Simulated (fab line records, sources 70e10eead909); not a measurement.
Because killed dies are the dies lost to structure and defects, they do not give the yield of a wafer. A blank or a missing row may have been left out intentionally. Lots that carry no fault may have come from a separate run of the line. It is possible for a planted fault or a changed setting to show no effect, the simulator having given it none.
fab line records + flow nandHarc + part 2 of 2: steps 5 to 6 of 6
record:
- lots: 22
- wafers: 66
- lastDay: 33
route steps=1302 shown A_STAIRCASE@735
lots with no fault: from the same line, run without faults
startH: hours from the record's first day to the start of the lot's first wafer shown + waitH: how many hours have passed since the lot's step before this one + " repeats the value in the row above + L1.1+2: several wafers, shown together as one row + - no value present, or no start provided + * or withheld: withheld + < > ~ a bound
route shown NAME@n: NAME is a module with steps in the file, n the number in the route of the first one + usual: mean/standard deviation taken from wafers without a fault + same: alike in all rows + chamber/n: place in a boat + sites: the reading at each site + _std_site: their standard deviation + _edge_site: the outer-site mean with the inner-site mean subtracted + radiusMm: how far each site lies from the wafer's centre + mask NAME#n: copy n + behind: the tool/chamber that last shaped the wafer + hold: reason for holding the lot/hours on hold/outcome of the hold + device: whichever transistor did not switch (one of n, p or np) + end of line: tests of these same wafers at the route's end + where a step has no rows: the recipe by itself + killed: dies lost to structure and defects at the first sort, not the wafer's yield + map: a wafer's dies, x killed, . not, _ none there
set.NAME: the setting as run; set.NAME@STEP: as run at that earlier step + model.NAME: the simulator's own value behind a step, which no gauge read
a sample of lots followed through the steps of the route, with each step as a table and each wafer as a row
services: when a tool's chamber went out of use (startH, in hours from the record's first day, below 0 if earlier), for how many hours, and the reason
== steps ==
step: NHARC_A_STAIRCASE_ETCH_313
recipe:
- cf4FlowSccm: 100
- chf3FlowSccm: 30
- arFlowSccm: 0
- rfW: 500
- biasW: 200
- chemistry: CF4/CHF3
usual:
- drypumpMotorCurrentA: 5.9/0.58
- mfcArSccm: 0.018/0.01
- oesProductAu: 0.941/0.022
- rfVppV: 371.3/2.1
- showerheadPlenumPTorr: 1.59/0.059
- throttleValvePct: 16.803/0.0086
| lot.wafer | tool       | chamber | startH | waitH | drypumpMotorCurrentA | mfcArSccm | oesProductAu | rfHoursCounterH | rfVppV | showerheadPlenumPTorr | throttleValvePct |
|-----------|------------|---------|--------|-------|----------------------|-----------|--------------|-----------------|--------|-----------------------|------------------|
| L075.2    | rieDiel-04 | 1       | 389.11 | 0.1   | 5.8                  | 0.012     | 0.926        | 8               | 372.2  | 1.63                  | 16.796           |
| L075.4    | "          | 0       | "      | "     | 5.9                  | 0.027     | 0.932        | 7               | 370.4  | 1.62                  | 16.785           |
| L075.6    | "          | 1       | "      | "     | 5.9                  | 0.012     | 0.931        | -               | 371.6  | 1.63                  | 16.806           |
| L077.1    | rieDiel-13 | 3       | 421.42 | 0.1   | 6.0                  | 0.013     | 0.906        | 20              | 370.8  | 1.57                  | 16.811           |
| L077.6    | "          | 3       | "      | "     | 6.0                  | 0.013     | 0.908        | -               | 370.6  | 1.57                  | 16.806           |
| L077.5    | "          | 0       | "      | "     | 5.3                  | 0.023     | 0.920        | -               | 370.4  | 1.57                  | 16.808           |
| L078.1    | rieDiel-02 | 0       | 424.90 | 0.1   | 6.7                  | 0         | 0.962        | 6               | 374.1  | 1.68                  | 16.791           |
| L078.3    | "          | 1       | "      | "     | 6.6                  | 0.013     | 0.955        | 6               | 368.1  | 1.48                  | 16.806           |
| L078.5    | "          | 3       | "      | "     | 6.7                  | 0.026     | 0.976        | -               | 370.2  | 1.57                  | 16.809           |
| L079.1    | rieDiel-04 | 0       | 441.70 | 0.1   | 5.9                  | 0.027     | 0.944        | 29              | 373.5  | 1.61                  | 16.798           |
| L079.3    | "          | 1       | "      | "     | 5.8                  | 0.012     | 0.920        | 33              | 371.5  | 1.62                  | 16.819           |
| L079.5    | "          | 1       | "      | "     | 5.9                  | 0.012     | 0.923        | -               | 372.0  | 1.62                  | 16.807           |
| L080.4    | rieDiel-13 | 0       | 445.05 | 0.1   | 5.3                  | 0.023     | 0.917        | 30              | 370.5  | 1.57                  | 16.796           |
| L080.5    | "          | 3       | "      | "     | 6.0                  | 0.013     | 0.909        | -               | 369.9  | 1.56                  | 16.809           |
| L080.6    | "          | 0       | "      | "     | 5.3                  | 0.023     | 0.926        | -               | 370.3  | 1.57                  | 16.802           |
| L082.1    | rieDiel-02 | 1       | 463.02 | 0.1   | 6.6                  | 0.013     | 0.907        | 17              | 368.2  | 1.48                  | 16.822           |
| L082.4    | "          | 3       | "      | "     | 6.7                  | 0.026     | 0.928        | 14              | 371.3  | 1.56                  | 16.813           |
| L082.5    | "          | 2       | "      | "     | 6.0                  | 0         | 0.911        | -               | 373.1  | 1.66                  | 16.815           |
| L081.4    | rieDiel-13 | 1       | 471.99 | 0.1   | 6.5                  | 0.031     | 0.922        | 40              | 372.8  | 1.68                  | 16.810           |
| L081.1    | "          | 0       | "      | "     | 5.3                  | 0.023     | 0.924        | 38              | 369.1  | 1.56                  | 16.795           |
| L081.5    | "          | 2       | "      | "     | 4.9                  | 0.016     | 0.945        | -               | 367.8  | 1.50                  | 16.803           |
| L083.3    | rieDiel-04 | 2       | 475.78 | 0.1   | 5.0                  | 0.028     | 0.957        | 28              | 372.0  | 1.58                  | 16.817           |
| L083.2    | "          | 0       | "      | "     | 5.9                  | 0.027     | 0.940        | 43              | 371.0  | 1.61                  | 16.779           |
| L083.6    | "          | 2       | "      | "     | 5.0                  | 0.028     | 0.954        | -               | 370.2  | 1.58                  | 16.815           |
| L084.1    | rieDiel-13 | 0       | 493.83 | 0.1   | 5.3                  | 0.023     | 0.920        | 46              | 370.4  | 1.56                  | 16.817           |
| L084.5    | "          | 2       | "      | "     | 4.9                  | 0.016     | 0.931        | -               | 369.7  | 1.49                  | 16.817           |
| L084.6    | "          | 3       | "      | "     | 6.0                  | 0.013     | 0.924        | -               | 370.5  | 1.56                  | 16.798           |
| L085.3    | rieDiel-04 | 0       | 501.01 | 0.1   | 5.9                  | 0.027     | 0.941        | 51              | 371.6  | 1.60                  | 16.808           |
| L085.2    | "          | 1       | "      | "     | 5.8                  | 0.012     | 0.933        | 54              | 372.6  | 1.62                  | 16.813           |
| L085.6    | "          | 0       | "      | "     | 5.9                  | 0.027     | 0.946        | -               | 372.1  | 1.60                  | 16.809           |
| L086.1    | rieDiel-02 | 1       | 506.93 | 0.1   | 6.6                  | 0.013     | 0.920        | 31              | 366.2  | 1.48                  | 16.800           |
| L086.3    | "          | 2       | "      | "     | 6.0                  | 0         | 0.932        | 21              | 373.6  | 1.65                  | 16.797           |
| L086.5    | "          | 1       | "      | "     | 6.6                  | 0.013     | 0.927        | -               | 367.5  | 1.48                  | 16.796           |
| L087.1    | rieDiel-02 | 0       | 509.53 | 0.1   | 6.6                  | 0         | 0.907        | 30              | 373.8  | 1.68                  | 16.791           |
| L087.5    | "          | 2       | "      | "     | 6.0                  | 0         | 0.924        | -               | 373.8  | 1.65                  | 16.805           |
| L087.6    | "          | 3       | "      | "     | 6.7                  | 0.026     | 0.935        | -               | 370.1  | 1.56                  | 16.802           |
| L089.2    | rieDiel-04 | 2       | 524.79 | 0.1   | 5.0                  | 0.028     | 0.986        | 43              | 370.8  | 1.58                  | 16.804           |
| L089.4    | "          | 3       | "      | "     | 5.6                  | 0.027     | 0.993        | 55              | 372.0  | 1.62                  | 16.813           |
| L089.5    | "          | 3       | "      | "     | 5.6                  | 0.027     | 0.998        | -               | 373.0  | 1.62                  | 16.816           |
| L088.1    | rieDiel-02 | 3       | 529.41 | 0.1   | 6.7                  | 0.026     | 0.935        | 38              | 369.4  | 1.56                  | 16.792           |
| L088.3    | "          | 0       | "      | "     | 6.6                  | 0         | 0.932        | 37              | 372.9  | 1.67                  | 16.802           |
| L088.4    | "          | 1       | "      | "     | 6.6                  | 0.013     | 0.918        | 38              | 367.9  | 1.47                  | 16.796           |
| L091.4    | rieDiel-02 | 0       | 547.53 | 0.1   | 6.7                  | 0         | 0.962        | 46              | 374.5  | 1.67                  | 16.799           |
| L091.1    | "          | 2       | "      | "     | 6.0                  | 0         | 0.974        | 38              | 374.2  | 1.65                  | 16.809           |
| L091.5    | "          | 0       | "      | "     | 6.7                  | 0         | 0.971        | -               | 372.8  | 1.67                  | 16.797           |
| L092.2    | rieDiel-13 | 1       | 555.57 | 0.1   | 6.5                  | 0.031     | 0.933        | 8               | 373.8  | 1.67                  | 16.796           |
| L092.1    | "          | 2       | "      | "     | 4.9                  | 0.016     | 0.919        | 8               | 368.7  | 1.49                  | 16.806           |
| L092.4    | "          | 3       | "      | "     | 6.0                  | 0.013     | 0.920        | 9               | 369.8  | 1.55                  | 16.812           |
| L090.3    | rieDiel-04 | 3       | 557.75 | 0.1   | 5.6                  | 0.027     | 0.932        | 8               | 373.4  | 1.62                  | 16.799           |
| L090.2    | "          | 0       | "      | "     | 5.9                  | 0.027     | 0.959        | 7               | 370.3  | 1.60                  | 16.792           |
| L090.6    | "          | 3       | "      | "     | 5.6                  | 0.027     | 0.934        | -               | 371.4  | 1.62                  | 16.798           |
| L093.2    | rieDiel-04 | 0       | 565.82 | 0.1   | 5.9                  | 0.027     | 0.954        | 9               | 372.8  | 1.60                  | 16.797           |
| L093.4    | "          | 3       | "      | "     | 5.6                  | 0.027     | 0.933        | 10              | 372.6  | 1.62                  | 16.803           |
| L093.6    | "          | 0       | "      | "     | 5.9                  | 0.027     | 0.960        | -               | 372.4  | 1.60                  | 16.807           |
| L094.2    | rieDiel-02 | 0       | 586.72 | 0.1   | 6.7                  | 0         | 0.970        | 2               | 374.9  | 1.67                  | 16.814           |
| L094.3    | "          | 1       | "      | "     | 6.6                  | 0.013     | 0.962        | 2               | 367.4  | 1.47                  | 16.787           |
| L094.5    | "          | 3       | "      | "     | 6.7                  | 0.026     | 0.980        | -               | 369.3  | 1.55                  | 16.792           |
| L096.2    | rieDiel-02 | 0       | 601.94 | 0.1   | 6.6                  | 0         | 0.964        | 6               | 375.2  | 1.67                  | 16.808           |
| L096.3    | "          | 1       | "      | "     | 6.6                  | 0.013     | 0.952        | 6               | 365.8  | 1.47                  | 16.819           |
| L096.5    | "          | 2       | "      | "     | 6.0                  | 0         | 0.963        | -               | 372.8  | 1.65                  | 16.799           |
| L095.4    | rieDiel-13 | 2       | 602.31 | 0.1   | 4.9                  | 0.016     | 0.929        | 26              | 367.8  | 1.49                  | 16.802           |
| L095.3    | "          | 0       | "      | "     | 5.3                  | 0.023     | 0.937        | 27              | 371.2  | 1.55                  | 16.788           |
| L095.5    | "          | 2       | "      | "     | 4.9                  | 0.016     | 0.910        | -               | 368.6  | 1.49                  | 16.797           |
| L097.2    | rieDiel-04 | 0       | 613.29 | 0.1   | 5.9                  | 0.027     | 0.942        | 28              | 371.0  | 1.59                  | 16.806           |
| L097.3    | "          | 2       | "      | "     | 5.0                  | 0.028     | 0.931        | 29              | 370.5  | 1.57                  | 16.805           |
| L097.5    | "          | 3       | "      | "     | 5.6                  | 0.027     | 0.927        | -               | 371.1  | 1.62                  | 16.801           |
step: NHARC_A_STAIRCASE_ETCH_453
recipe:
- targetDepthA: 300
- overetchA: 30
- timeS: 16.5
- ionEnergyEv: 100
- cf4FlowSccm: 80
- o2FlowSccm: 20
- arFlowSccm: 0
- rfW: 300
- biasW: 100
- chemistry: CF4/O2
usual:
- drypumpMotorCurrentA: 5.9/0.58
- mfcArSccm: 0.018/0.01
- oes_o_777_au: 1.000/0.0049
- oesProductAu: 1.005/0.012
- rfVppV: 198.1/1.3
- showerheadPlenumPTorr: 1.35/0.051
- throttleValvePct: 13.396/0.0093
| lot.wafer | tool       | chamber | startH | waitH | drypumpMotorCurrentA | mfcArSccm | oes_o_777_au | oesProductAu | rfHoursCounterH | rfVppV | showerheadPlenumPTorr | throttleValvePct |
|-----------|------------|---------|--------|-------|----------------------|-----------|--------------|--------------|-----------------|--------|-----------------------|------------------|
| L075.2    | rieDiel-04 | 0       | -      | -     | 5.9                  | 0.027     | 1.004        | 1.003        | 7               | 199.8  | 1.37                  | 13.400           |
| L075.4    | "          | 3       | "      | "     | 5.6                  | 0.027     | 0.997        | 1.010        | 6               | 198.9  | 1.39                  | 13.396           |
| L075.6    | "          | 1       | "      | "     | 5.8                  | 0.012     | 1.003        | 1.005        | -               | 199.4  | 1.38                  | 13.391           |
| L077.1    | rieDiel-13 | 1       | -      | -     | 6.5                  | 0.031     | 1.002        | 0.997        | 22              | 200.0  | 1.43                  | 13.388           |
| L077.6    | "          | 1       | "      | "     | 6.5                  | 0.031     | 1.000        | 1.005        | -               | 198.2  | 1.43                  | 13.390           |
| L077.5    | "          | 3       | "      | "     | 6.0                  | 0.013     | 0.995        | 0.992        | -               | 198.1  | 1.33                  | 13.382           |
| L078.1    | rieDiel-02 | 1       | -      | -     | 6.6                  | 0.013     | 0.994        | 0.991        | 6               | 195.6  | 1.26                  | 13.415           |
| L078.3    | "          | 3       | "      | "     | 6.7                  | 0.026     | 1.004        | 1.012        | 4               | 199.0  | 1.33                  | 13.394           |
| L078.5    | "          | 3       | "      | "     | 6.7                  | 0.026     | 1.003        | 1.015        | -               | 198.9  | 1.33                  | 13.388           |
| L079.3    | rieDiel-04 | 0       | -      | -     | 5.9                  | 0.027     | 1.004        | 1.021        | 29              | 197.9  | 1.37                  | 13.383           |
| L079.1    | "          | 1       | "      | "     | 5.8                  | 0.012     | 0.999        | 0.995        | 34              | 198.7  | 1.38                  | 13.393           |
| L079.5    | "          | 0       | "      | "     | 5.9                  | 0.027     | 1.002        | 1.032        | -               | 199.3  | 1.37                  | 13.404           |
| L080.4    | rieDiel-13 | 2       | -      | -     | 4.9                  | 0.016     | 0.999        | 1.016        | 27              | 198.1  | 1.27                  | 13.410           |
| L080.5    | "          | 3       | "      | "     | 6.0                  | 0.013     | 1.000        | 0.987        | -               | 196.8  | 1.33                  | 13.391           |
| L080.6    | "          | 0       | "      | "     | 5.3                  | 0.023     | 0.998        | 0.991        | -               | 196.8  | 1.33                  | 13.389           |
| L082.4    | rieDiel-02 | 2       | -      | -     | 6.0                  | 0         | 1.002        | 0.997        | 6               | 198.9  | 1.41                  | 13.376           |
| L082.1    | "          | 3       | "      | "     | 6.7                  | 0.026     | 0.993        | 1.012        | 14              | 197.7  | 1.33                  | 13.419           |
| L082.5    | "          | 2       | "      | "     | 6.0                  | 0         | 1.000        | 0.997        | -               | 199.6  | 1.41                  | 13.395           |
| L081.4    | rieDiel-13 | 1       | -      | -     | 6.4                  | 0.031     | 1.004        | 0.977        | 40              | 199.6  | 1.42                  | 13.404           |
| L081.1    | "          | 2       | "      | "     | 4.9                  | 0.016     | 1.000        | 0.998        | 38              | 195.4  | 1.27                  | 13.378           |
| L081.5    | "          | 0       | "      | "     | 5.3                  | 0.023     | 0.998        | 1.003        | -               | 196.5  | 1.33                  | 13.398           |
| L083.3    | rieDiel-04 | 2       | -      | -     | 5.0                  | 0.028     | 0.999        | 1.005        | 28              | 197.6  | 1.34                  | 13.394           |
| L083.2    | "          | 3       | "      | "     | 5.6                  | 0.027     | 1.008        | 0.996        | 39              | 199.4  | 1.38                  | 13.403           |
| L083.6    | "          | 3       | "      | "     | 5.6                  | 0.027     | 1.002        | 0.999        | -               | 198.0  | 1.38                  | 13.405           |
| L084.1    | rieDiel-13 | 1       | -      | -     | 6.5                  | 0.031     | 0.997        | 1.003        | 48              | 197.5  | 1.42                  | 13.382           |
| L084.5    | "          | 0       | "      | "     | 5.3                  | 0.023     | 1.001        | 1.009        | -               | 197.8  | 1.32                  | 13.394           |
| L084.6    | "          | 1       | "      | "     | 6.5                  | 0.031     | 1.001        | 0.988        | -               | 199.3  | 1.42                  | 13.405           |
| L085.2    | rieDiel-04 | 3       | -      | -     | 5.6                  | 0.027     | 0.995        | 1.017        | 47              | 198.4  | 1.38                  | 13.396           |
| L085.3    | "          | 1       | "      | "     | 5.8                  | 0.012     | 1.012        | 1.005        | 54              | 199.0  | 1.37                  | 13.386           |
| L085.6    | "          | 2       | "      | "     | 5.0                  | 0.028     | 1.002        | 1.010        | -               | 198.0  | 1.34                  | 13.406           |
| L086.1    | rieDiel-02 | 0       | -      | -     | 6.6                  | 0         | 0.993        | 1.000        | 29              | 198.3  | 1.43                  | 13.406           |
| L086.3    | "          | 1       | "      | "     | 6.6                  | 0.013     | 1.002        | 1.008        | 31              | 197.6  | 1.25                  | 13.386           |
| L086.5    | "          | 1       | "      | "     | 6.6                  | 0.013     | 0.998        | 1.000        | -               | 194.7  | 1.25                  | 13.397           |
| L087.1    | rieDiel-02 | 0       | -      | -     | 6.6                  | 0         | 1.003        | 0.998        | 30              | 199.2  | 1.43                  | 13.404           |
| L087.6    | "          | 2       | "      | "     | 6.0                  | 0         | 1.000        | 1.007        | -               | 200.3  | 1.40                  | 13.406           |
| L087.5    | "          | 3       | "      | "     | 6.7                  | 0.026     | 1.001        | 1.019        | -               | 197.6  | 1.32                  | 13.387           |
| L089.2    | rieDiel-04 | 0       | -      | -     | 5.9                  | 0.027     | 1.002        | 0.998        | 61              | 199.0  | 1.36                  | 13.406           |
| L089.4    | "          | 1       | "      | "     | 5.9                  | 0.012     | 1.006        | 0.991        | 64              | 197.8  | 1.37                  | 13.392           |
| L089.5    | "          | 1       | "      | "     | 5.9                  | 0.012     | 1.003        | 0.996        | -               | 198.8  | 1.37                  | 13.394           |
| L088.1    | rieDiel-02 | 0       | -      | -     | 6.7                  | 0         | 0.986        | 0.997        | 37              | 199.5  | 1.42                  | 13.392           |
| L088.3    | "          | 2       | "      | "     | 6.0                  | 0         | 1.007        | 1.001        | 32              | 200.1  | 1.40                  | 13.408           |
| L088.4    | "          | 3       | "      | "     | 6.7                  | 0.026     | 0.994        | 1.013        | 38              | 196.8  | 1.32                  | 13.389           |
| L091.1    | rieDiel-02 | 3       | -      | -     | 6.7                  | 0.026     | 1.009        | 1.021        | 46              | 197.7  | 1.32                  | 13.404           |
| L091.4    | "          | 0       | "      | "     | 6.6                  | 0         | 0.995        | 1.014        | 46              | 200.2  | 1.42                  | 13.394           |
| L091.5    | "          | 3       | "      | "     | 6.7                  | 0.026     | 0.997        | 1.017        | -               | 198.3  | 1.32                  | 13.381           |
| L092.2    | rieDiel-13 | 0       | -      | -     | 5.3                  | 0.023     | 1.000        | 0.995        | 8               | 196.7  | 1.32                  | 13.394           |
| L092.1    | "          | 1       | "      | "     | 6.5                  | 0.031     | 0.997        | 1.008        | 8               | 198.5  | 1.42                  | 13.384           |
| L092.4    | "          | 2       | "      | "     | 4.9                  | 0.016     | 1.000        | 0.989        | 8               | 195.0  | 1.26                  | 13.399           |
| L090.3    | rieDiel-04 | 1       | -      | -     | 5.8                  | 0.012     | 1.001        | 1.028        | 8               | 197.3  | 1.37                  | 13.397           |
| L090.2    | "          | 3       | "      | "     | 5.6                  | 0.027     | 1.000        | 0.998        | 9               | 199.0  | 1.38                  | 13.397           |
| L090.6    | "          | 2       | "      | "     | 5.0                  | 0.028     | 0.989        | 1.015        | -               | 197.3  | 1.34                  | 13.402           |
| L093.4    | rieDiel-04 | 3       | -      | -     | 5.6                  | 0.027     | 0.998        | 1.011        | 10              | 198.0  | 1.38                  | 13.387           |
| L093.2    | "          | 0       | "      | "     | 5.9                  | 0.027     | 0.996        | 1.027        | 9               | 196.6  | 1.36                  | 13.394           |
| L093.6    | "          | 2       | "      | "     | 5.0                  | 0.028     | 0.998        | 1.013        | -               | 198.2  | 1.34                  | 13.385           |
| L094.3    | rieDiel-02 | 1       | -      | -     | 6.6                  | 0.013     | 0.991        | 0.998        | 2               | 197.1  | 1.25                  | 13.392           |
| L094.2    | "          | 0       | "      | "     | 6.6                  | 0         | 0.999        | 1.013        | 2               | 199.8  | 1.42                  | 13.404           |
| L094.5    | "          | 2       | "      | "     | 6.0                  | 0         | 1.004        | 0.992        | -               | 199.6  | 1.40                  | 13.410           |
| L096.3    | rieDiel-02 | 0       | -      | -     | 6.7                  | 0         | 0.996        | 1.025        | 6               | 199.0  | 1.42                  | 13.388           |
| L096.2    | "          | 1       | "      | "     | 6.6                  | 0.013     | 0.998        | 1.007        | 6               | 196.9  | 1.24                  | 13.386           |
| L096.5    | "          | 2       | "      | "     | 6.0                  | 0         | 0.994        | 0.998        | -               | 199.9  | 1.40                  | 13.400           |
| L095.4    | rieDiel-13 | 2       | -      | -     | 4.9                  | 0.016     | 1.001        | 0.988        | 27              | 195.6  | 1.26                  | 13.400           |
| L095.3    | "          | 1       | "      | "     | 6.5                  | 0.031     | 0.994        | 1.017        | 25              | 200.9  | 1.42                  | 13.415           |
| L095.5    | "          | 2       | "      | "     | 4.9                  | 0.016     | 0.998        | 0.986        | -               | 195.2  | 1.26                  | 13.379           |
| L097.3    | rieDiel-04 | 0       | -      | -     | 5.9                  | 0.027     | 0.991        | 1.022        | 28              | 198.0  | 1.35                  | 13.392           |
| L097.2    | "          | 3       | "      | "     | 5.6                  | 0.027     | 1.005        | 1.010        | 28              | 199.0  | 1.37                  | 13.399           |
| L097.5    | "          | 0       | "      | "     | 5.9                  | 0.027     | 0.999        | 1.025        | -               | 199.0  | 1.35                  | 13.403           |
== services ==
| tool           | chamber | startH | hours | kind   |
|----------------|---------|--------|-------|--------|
| rieDiel-04     | 0       | 336.83 | -     | clean  |
| rieDiel-04     | 1       | 336.83 | -     | clean  |
| rieDiel-04     | 2       | 336.83 | -     | clean  |
| rieDiel-04     | 3       | 336.83 | -     | clean  |
| plasmaAsher-01 | -       | 342.11 | 9.0   | pm     |
| rieDiel-13     | -       | 342.12 | 9.0   | pm     |
| rieDiel-04     | -       | 355.03 | 9.0   | pm     |
| rieDiel-13     | 3       | 367.40 | 20.9  | repair |
| rieDiel-04     | 2       | 368.63 | 3.7   | repair |
| rieDiel-13     | 2       | 377.01 | 6.5   | repair |
| rieDiel-04     | 3       | 385.98 | 1.7   | repair |
| rieDiel-02     | 2       | 395.21 | 33.8  | repair |
| rieDiel-02     | -       | 396.42 | 9.0   | pm     |
| rieDiel-02     | 3       | 405.54 | 8.1   | repair |
| rieDiel-13     | 2       | 418.27 | 18.2  | repair |
| plasmaAsher-02 | -       | 426.07 | 9.0   | pm     |
| rieDiel-04     | 2       | 440.61 | 33.2  | repair |
| plasmaAsher-01 | -       | 519.11 | 9.0   | pm     |
| rieDiel-04     | -       | 532.03 | 9.0   | pm     |
| rieDiel-13     | 2       | 547.64 | 2.1   | repair |
| plasmaAsher-02 | -       | 573.11 | 7.3   | repair |
| rieDiel-02     | -       | 573.48 | 9.0   | pm     |
| plasmaAsher-02 | -       | 589.14 | 1.1   | repair |
| plasmaAsher-02 | -       | 603.25 | 9.0   | pm     |
